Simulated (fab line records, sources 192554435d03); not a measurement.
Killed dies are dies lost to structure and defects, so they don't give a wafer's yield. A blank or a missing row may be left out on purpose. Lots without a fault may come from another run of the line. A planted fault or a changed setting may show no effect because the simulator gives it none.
Chamber matching | flow n5_finfet | N5_FIN_SAQP_PECVD_06 on pecvd-04: 3 sister chambers
The step deposits a-Si from SiH4/He, target thk 60 nm, time 48.1 s. 16 wafers are shown with their chamber, then 8 later ones without.

WAFERS WITH THEIR CHAMBER
wafer  | chamber | throttle_valve_pct (%) | showerhead_plenum_p_Torr (Torr) | heater_power_w (W)
L083.1 | 0       | 19.8                   | 5.72                            | 925
L083.3 | 1       | 19.1                   | 5.64                            | 965
L083.6 | 2       | 18.1                   | 5.71                            | 804
L084.1 | 0       | 19.9                   | 5.71                            | 852
L084.2 | 1       | 19.1                   | 5.62                            | 935
L084.5 | 1       | 18.9                   | 5.64                            | 920
L086.2 | 2       | 18.3                   | 5.71                            | 816
L086.4 | 0       | 19.9                   | 5.73                            | 911
L086.6 | 2       | 17.9                   | 5.69                            | 825
L088.1 | 1       | 18.9                   | 5.64                            | 979
L088.2 | 2       | 18.0                   | 5.70                            | 844
L088.3 | 2       | 17.7                   | 5.70                            | 838
L090.2 | 2       | 18.2                   | 5.70                            | 829
L090.3 | 1       | 18.8                   | 5.63                            | 930
L090.5 | 1       | 19.3                   | 5.62                            | 935
L093.1 | 0       | 19.9                   | 5.73                            | 930

SIGNATURES (means of the wafers above)
reading                  | chamber 0 | chamber 1 | chamber 2 | scatter within a chamber
throttle_valve_pct       | 19.875    | 19.017    | 18.033    | 0.177
showerhead_plenum_p_Torr | 5.7225    | 5.6317    | 5.7017    | 0.00895
heater_power_w           | 904.50    | 944.00    | 826.00    | 24.1
Rule: a wafer's distance from a chamber is the root of the sum, over the readings, of the square of ((its reading less the chamber's mean) divided by the reading's scatter). The wafer belongs to the nearest chamber; if the next one is less than 2 further off, it can't be placed. The scatter: the root of (the sum of the squares of (reading less its chamber's mean) over the shown wafers, divided by (wafers less chambers)).

WAFERS WITHOUT THEIR CHAMBER
wafer  | throttle_valve_pct (%) | showerhead_plenum_p_Torr (Torr) | heater_power_w (W)
L093.4 | 19.1                   | 5.64                            | 1021
L093.6 | 17.9                   | 5.69                            | 774
L096.2 | 18.2                   | 5.70                            | 898
L096.3 | 19.7                   | 5.72                            | 932
L096.5 | 19.8                   | 5.71                            | 767
L097.2 | 17.7                   | 5.71                            | 871
L097.4 | 19.9                   | 5.73                            | 923
L097.5 | 19.0                   | 5.63                            | 1048

WHICH CHAMBER EACH WENT THROUGH
wafer  | from the rows above | in truth
L093.4 | 1                   | 1
L093.6 | 2                   | 2
L096.2 | 2                   | 2
L096.3 | 0                   | 0
L096.5 | 0                   | 0
L097.2 | 2                   | 2
L097.4 | 0                   | 0
L097.5 | 1                   | 1
Placed correctly: 8 of 8. Can't be placed from these rows: 0. Placed wrongly: 0.
